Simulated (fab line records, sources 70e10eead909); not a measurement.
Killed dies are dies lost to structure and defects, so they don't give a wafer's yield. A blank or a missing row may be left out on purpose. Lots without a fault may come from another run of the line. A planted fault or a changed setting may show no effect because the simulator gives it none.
Which tool did it? | flow nand_harc | 11 lots, 33 wafers sampled, at 6 steps of a route of 1302

WHAT THE GAUGES READ, wafer by wafer
NHARC_P_ZERO_WELL_CD_MEAS_52: target cd 2000 nm. Usual: cd_nm 2000.0 nm, standard deviation 1.4.
lot  | measured     | on        | cd_nm (nm)           | flag
L875 | day 2 21:54  | cd_sem-03 | 1925.8 1927.0 1927.1 | OFF
L885 | day 7 02:47  | cd_sem-03 | 2000.9 2002.5 2000.4 |
L886 | day 7 11:47  | cd_sem-02 | 2001.5 2000.7 2000.3 |
L887 | day 7 21:56  | cd_sem-01 | 1997.4 1997.5 1999.3 |
L889 | day 8 17:53  | cd_sem-02 | 2000.3 1999.9 2001.6 |
L890 | day 9 04:01  | cd_sem-02 | 1999.9 2000.2 1998.7 |
L891 | day 9 13:53  | cd_sem-01 | 1998.8 1996.6 1998.9 |
L892 | day 9 23:37  | cd_sem-01 | 1998.7 2001.2 2001.6 |
L893 | day 10 12:58 | cd_sem-03 | 1999.3 1998.9 1999.0 |
L894 | day 10 20:08 | cd_sem-03 | 2001.0 2000.9 2001.5 |
L895 | day 11 05:50 | cd_sem-02 | 1998.4 1998.7 1998.7 |

NHARC_END_SORT_01. Usual: killed_at_array 52, standard deviation 20; killed_at_other 1.0, standard deviation 1.3; killed_at_periphery 3.7, standard deviation 2.2; killed_dies 57, standard deviation 20; killed_open 3.2, standard deviation 1.6; killed_short 2.4, standard deviation 1.6.
lot  | measured     | on        | killed_at_array | killed_at_other | killed_at_periphery | killed_dies | killed_open | killed_short | flag
L887 | day 30 17:19 | prober-02 | 25 33 29        | 0 0 0           | 2 10 4              | 27 43 33    | 1 4 4       | 0 4 2        |

WHICH TOOL RAN EACH LOT (tool, then ch and the chambers of the sampled wafers, then the start)
lot  | NHARC_P_ZERO_WELL_ETCH_62                     | NHARC_P_ZERO_WELL_EXPOSE_49       | NHARC_P_STI_ETCH_15              | NHARC_P_GATE_DEP_103
L875 | rie_diel-07 ch 0,2,3, day 2 21:44 or earlier  | krf_scanner-02 ch 0, day 2 21:44  | rie_si-05 ch 0,2,3, day 3 17:04  | pecvd-01 ch 0,1,2, day 5 18:50
L885 | rie_diel-04 ch 0,1,3, day 7 02:38 or earlier  | krf_scanner-04 ch 0, day 7 02:38  | rie_si-05 ch 1,2,3, day 7 21:40  | pecvd-02 ch 0,2, day 10 04:35
L886 | rie_diel-12 ch 0,2,3, day 7 11:37 or earlier  | krf_scanner-03 ch 0, day 7 11:37  | rie_si-05 ch 0,1,3, day 8 05:59  | pecvd-01 ch 0,1, day 10 10:48
L887 | rie_diel-12 ch 0,1,2, day 7 21:47 or earlier  | krf_scanner-04 ch 0, day 7 21:47  | rie_si-01 ch 1,3, day 8 17:08    | pecvd-04 ch 1,2, day 11 05:11
L889 | rie_diel-12 ch 2,3, day 8 17:44 or earlier    | krf_scanner-02 ch 0, day 8 17:44  | rie_si-03 ch 0,2,3, day 9 13:43  | pecvd-04 ch 1,2, day 11 22:38
L890 | rie_diel-07 ch 0,3, day 9 03:52 or earlier    | krf_scanner-04 ch 0, day 9 03:52  | rie_si-05 ch 1,2,3, day 9 21:32  | pecvd-02 ch 0,1,2, day 11 22:32
L891 | rie_diel-12 ch 0,1,2, day 9 13:44 or earlier  | krf_scanner-02 ch 0, day 9 13:44  | rie_si-05 ch 0,1, day 10 10:19   | pecvd-02 ch 0,2, day 12 12:09
L892 | rie_diel-07 ch 0,2,3, day 9 23:27 or earlier  | krf_scanner-02 ch 0, day 9 23:27  | rie_si-01 ch 0,1,3, day 10 19:17 | pecvd-02 ch 0,1,2, day 12 19:55
L893 | rie_diel-07 ch 0,2,3, day 10 12:49 or earlier | krf_scanner-03 ch 0, day 10 12:49 | rie_si-05 ch 0,1,3, day 11 08:22 | pecvd-02 ch 0,2, day 13 18:58
L894 | rie_diel-12 ch 0,3, day 10 19:59 or earlier   | krf_scanner-02 ch 0, day 10 19:59 | rie_si-01 ch 0,1, day 11 16:24   | pecvd-04 ch 0,1, day 14 03:27
L895 | rie_diel-12 ch 0,1,3, day 11 05:41 or earlier | krf_scanner-04 ch 0, day 11 05:41 | rie_si-03 ch 0,1,3, day 12 00:59 | pecvd-02 ch 0,1,2, day 14 08:22
- NHARC_P_ZERO_WELL_ETCH_62: etches the open film in CHF3/Ar, target depth 13 nm, time 6.5 s.
- NHARC_P_ZERO_WELL_EXPOSE_49: exposes mask P HVPW, target cd 2000 nm.
- NHARC_P_STI_ETCH_15: etches the open film in HBr/Cl2, target depth 300 nm, time 100.1 s.
- NHARC_P_GATE_DEP_103: deposits SiON, target thk 30 nm.

WHAT THE TOOLS THEMSELVES READ (means of the sampled wafers that have a number; where no wafer has one, the mark that the record gives instead)
NHARC_P_ZERO_WELL_ETCH_62. Usual: drypump_motor_current_A 5.7 A, standard deviation 0.4; mfc_ar_sccm 199.9 sccm, standard deviation 0.63; oes_product_au 0.957 a.u., standard deviation 0.016; rf_vpp_V 369.3 V, standard deviation 1.4; showerhead_plenum_p_Torr 2.28 Torr, standard deviation 0.056; throttle_valve_pct 20.217 %, standard deviation 0.0092.
lot  | tool        | drypump_motor_current_A (A) | mfc_ar_sccm (sccm) | oes_product_au (a.u.) | rf_vpp_V (V) | showerhead_plenum_p_Torr (Torr) | throttle_valve_pct (%) | flag
L875 | rie_diel-07 | 5.5                         | 200.0              | 0.964                 | 369.7        | 2.29                            | 20.221                 |
L885 | rie_diel-04 | 5.9                         | 199.4              | 0.951                 | 368.3        | 2.25                            | 20.216                 |
L886 | rie_diel-12 | 6.1                         | 200.0              | 0.933                 | 369.6        | 2.27                            | 20.214                 |
L887 | rie_diel-12 | 6.0                         | 200.6              | 0.952                 | 370.0        | 2.28                            | 20.221                 |
L889 | rie_diel-12 | 5.9                         | 200.0              | 0.957                 | 368.8        | 2.28                            | 20.214                 |
L890 | rie_diel-07 | 5.4                         | 200.0              | 0.947                 | 368.5        | 2.25                            | 20.216                 |
L891 | rie_diel-12 | 6.0                         | 199.6              | 0.950                 | 369.5        | 2.27                            | 20.215                 |
L892 | rie_diel-07 | 5.5                         | 199.8              | 0.939                 | 368.6        | 2.27                            | 20.213                 |
L893 | rie_diel-07 | 5.5                         | 199.7              | 0.951                 | 368.4        | 2.27                            | 20.210                 |
L894 | rie_diel-12 | 6.3                         | 199.2              | 0.946                 | 369.3        | 2.26                            | 20.222                 |
L895 | rie_diel-12 | 5.9                         | 199.5              | 0.965                 | 369.6        | 2.28                            | 20.218                 |

NHARC_P_ZERO_WELL_EXPOSE_49. Usual: reticle_temp_C 23.02 C, standard deviation 0.11.
lot  | tool           | reticle_temp_C (C) | flag
L875 | krf_scanner-02 | 22.97              |
L885 | krf_scanner-04 | 22.84              |
L886 | krf_scanner-03 | 22.82              |
L887 | krf_scanner-04 | 23.00              |
L889 | krf_scanner-02 | 22.98              |
L890 | krf_scanner-04 | 23.09              |
L891 | krf_scanner-02 | 22.97              |
L892 | krf_scanner-02 | 22.97              |
L893 | krf_scanner-03 | 23.05              |
L894 | krf_scanner-02 | 23.02              |
L895 | krf_scanner-04 | 23.11              |

NHARC_P_STI_ETCH_15. Usual: drypump_motor_current_A 5.6 A, standard deviation 0.39; he_backside_leak_sccm 2.7 sccm, standard deviation 0.3; oes_product_au 1.000 a.u., standard deviation 0.0089; throttle_valve_pct 26.407 %, standard deviation 0.0092.
lot  | tool      | drypump_motor_current_A (A) | he_backside_leak_sccm (sccm) | oes_product_au (a.u.) | throttle_valve_pct (%) | flag
L875 | rie_si-05 | 5.5                         | 2.8                          | 1.010                 | 26.407                 |
L885 | rie_si-05 | 5.6                         | 2.6                          | 0.996                 | 26.412                 |
L886 | rie_si-05 | 5.3                         | 2.7                          | 0.989                 | 26.409                 |
L887 | rie_si-01 | 5.6                         | 2.6                          | 0.998                 | 26.416                 |
L889 | rie_si-03 | 5.4                         | 2.6                          | 1.009                 | 26.404                 |
L890 | rie_si-05 | 5.6                         | 2.7                          | 0.992                 | 26.418                 |
L891 | rie_si-05 | 5.0                         | 2.7                          | 1.000                 | 26.411                 |
L892 | rie_si-01 | 5.9                         | 2.6                          | 0.991                 | 26.414                 |
L893 | rie_si-05 | 5.3                         | 2.7                          | 0.992                 | 26.406                 |
L894 | rie_si-01 | 5.7                         | 2.6                          | 0.999                 | 26.409                 |
L895 | rie_si-03 | 5.6                         | 2.7                          | 1.004                 | 26.417                 |

NHARC_P_GATE_DEP_103. Usual: heater_power_w 732 W, standard deviation 88.
lot  | tool     | heater_power_w (W) | flag
L875 | pecvd-01 | 730                |
L885 | pecvd-02 | 680                |
L886 | pecvd-01 | 685                |
L887 | pecvd-04 | 822                |
L889 | pecvd-04 | 774                |
L890 | pecvd-02 | 699                |
L891 | pecvd-02 | 681                |
L892 | pecvd-02 | 707                |
L893 | pecvd-02 | 724                |
L894 | pecvd-04 | 811                |
L895 | pecvd-02 | 693                |

THE ANSWER, worked out from the rows above alone
Rule: a lot is off if the mean of its wafers that have a number lies more than 3 standard deviations from the usual mean. A lot without any number at a reading at which 4 lots or more have one is off too. The other lots that the step has rows for count as sound. The gauges are gone through in route order, then the tools' own readings, and for those a lot's mean is taken as printed above. The first step at which some lot is off is used, and at that step the reading that is off furthest; a lot without a number counts as furthest.
Off: L875, at NHARC_P_ZERO_WELL_CD_MEAS_52 (cd_nm).
A tool fits if, at a process step before that reading, it ran every lot that is off, and no sound lot after the first of them. The gauges at NHARC_P_ZERO_WELL_CD_MEAS_52 are tried like those tools. NHARC_P_ZERO_WELL_ETCH_62 gives no start for some lots, so the hours and the order of its lots are those of NHARC_P_ZERO_WELL_EXPOSE_49. None of those tried fits.

WHAT THE SIMULATOR HAD PUT IN
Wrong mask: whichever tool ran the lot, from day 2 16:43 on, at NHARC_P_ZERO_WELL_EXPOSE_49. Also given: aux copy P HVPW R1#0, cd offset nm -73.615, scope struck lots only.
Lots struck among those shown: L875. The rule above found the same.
